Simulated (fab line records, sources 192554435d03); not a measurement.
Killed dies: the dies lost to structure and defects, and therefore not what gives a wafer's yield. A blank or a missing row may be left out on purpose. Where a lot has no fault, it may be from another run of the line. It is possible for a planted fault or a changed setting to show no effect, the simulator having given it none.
Matching of chambers / flow n5 finfet / pecvd-02 running N5_FIN_SAQP_HM_DEP_72: 3 sister chambers
The step deposits SiO2 from SiH4/N2O, target thk 12 nm, time 7.2 s. 14 wafers are shown with their chamber, then 7 later ones without.

## EACH WAFER AND ITS CHAMBER
wafer=L074.1; chamber=0; showerhead plenum p Torr (Torr)=8.19; showerhead vpp V (V)=996; heater power w (W)=702
wafer=L074.4; chamber=2; showerhead plenum p Torr (Torr)=8.08; showerhead vpp V (V)=1096; heater power w (W)=817
wafer=L074.6; chamber=0; showerhead plenum p Torr (Torr)=8.18; showerhead vpp V (V)=1004; heater power w (W)=715
wafer=L076.1; chamber=1; showerhead plenum p Torr (Torr)=8.20; showerhead vpp V (V)=1049; heater power w (W)=761
wafer=L076.3; chamber=0; showerhead plenum p Torr (Torr)=8.18; showerhead vpp V (V)=1007; heater power w (W)=809
wafer=L076.6; chamber=2; showerhead plenum p Torr (Torr)=8.08; showerhead vpp V (V)=1118; heater power w (W)=866
wafer=L078.2; chamber=1; showerhead plenum p Torr (Torr)=8.22; showerhead vpp V (V)=1030; heater power w (W)=638
wafer=L078.3; chamber=2; showerhead plenum p Torr (Torr)=8.08; showerhead vpp V (V)=1106; heater power w (W)=902
wafer=L078.5; chamber=2; showerhead plenum p Torr (Torr)=8.08; showerhead vpp V (V)=1107; heater power w (W)=942
wafer=L080.1; chamber=1; showerhead plenum p Torr (Torr)=8.21; showerhead vpp V (V)=1035; heater power w (W)=771
wafer=L080.3; chamber=0; showerhead plenum p Torr (Torr)=8.18; showerhead vpp V (V)=998; heater power w (W)=709
wafer=L080.5; chamber=2; showerhead plenum p Torr (Torr)=8.08; showerhead vpp V (V)=1106; heater power w (W)=804
wafer=L084.3; chamber=2; showerhead plenum p Torr (Torr)=8.07; showerhead vpp V (V)=1104; heater power w (W)=937
wafer=L084.4; chamber=0; showerhead plenum p Torr (Torr)=8.18; showerhead vpp V (V)=997; heater power w (W)=837

SIGNATURES (means of the wafers above)
reading=showerhead plenum p Torr; chamber 0=8.1820; chamber 1=8.2100; chamber 2=8.0783; scatter within a chamber=0.00575
reading=showerhead vpp V; chamber 0=1000.40; chamber 1=1038.00; chamber 2=1106.17; scatter within a chamber=6.98
reading=heater power w; chamber 0=754.40; chamber 1=723.33; chamber 2=878.00; scatter within a chamber=63.7
Rule: for each reading, subtract the chamber's mean from the wafer's reading, divide by that reading's scatter and square the result; add these up over the readings and take the root, which gives the wafer's distance from the chamber. If the next closest chamber is less than 2 further off than the closest, the wafer can't be placed; otherwise it belongs to the closest. The scatter: take each reading less its chamber's mean, square it, sum over the shown wafers, divide by the number of wafers less the number of chambers, and take the root.

## WAFERS MISSING THEIR CHAMBER
wafer=L084.6; showerhead plenum p Torr (Torr)=8.21; showerhead vpp V (V)=1027; heater power w (W)=748
wafer=L086.1; showerhead plenum p Torr (Torr)=8.22; showerhead vpp V (V)=1042; heater power w (W)=670
wafer=L086.3; showerhead plenum p Torr (Torr)=8.07; showerhead vpp V (V)=1114; heater power w (W)=867
wafer=L086.6; showerhead plenum p Torr (Torr)=8.08; showerhead vpp V (V)=1092; heater power w (W)=856
wafer=L095.2; showerhead plenum p Torr (Torr)=8.21; showerhead vpp V (V)=1023; heater power w (W)=687
wafer=L095.5; showerhead plenum p Torr (Torr)=8.21; showerhead vpp V (V)=1028; heater power w (W)=655
wafer=L095.6; showerhead plenum p Torr (Torr)=8.08; showerhead vpp V (V)=1096; heater power w (W)=849

## EACH ONE'S CHAMBER
wafer=L084.6; from the rows above=1; in truth=1
wafer=L086.1; from the rows above=1; in truth=1
wafer=L086.3; from the rows above=2; in truth=2
wafer=L086.6; from the rows above=2; in truth=2
wafer=L095.2; from the rows above=1; in truth=1
wafer=L095.5; from the rows above=1; in truth=1
wafer=L095.6; from the rows above=2; in truth=2
Correctly placed: 7 of 7. Not placeable from these rows: 0. Number placed wrongly: 0.
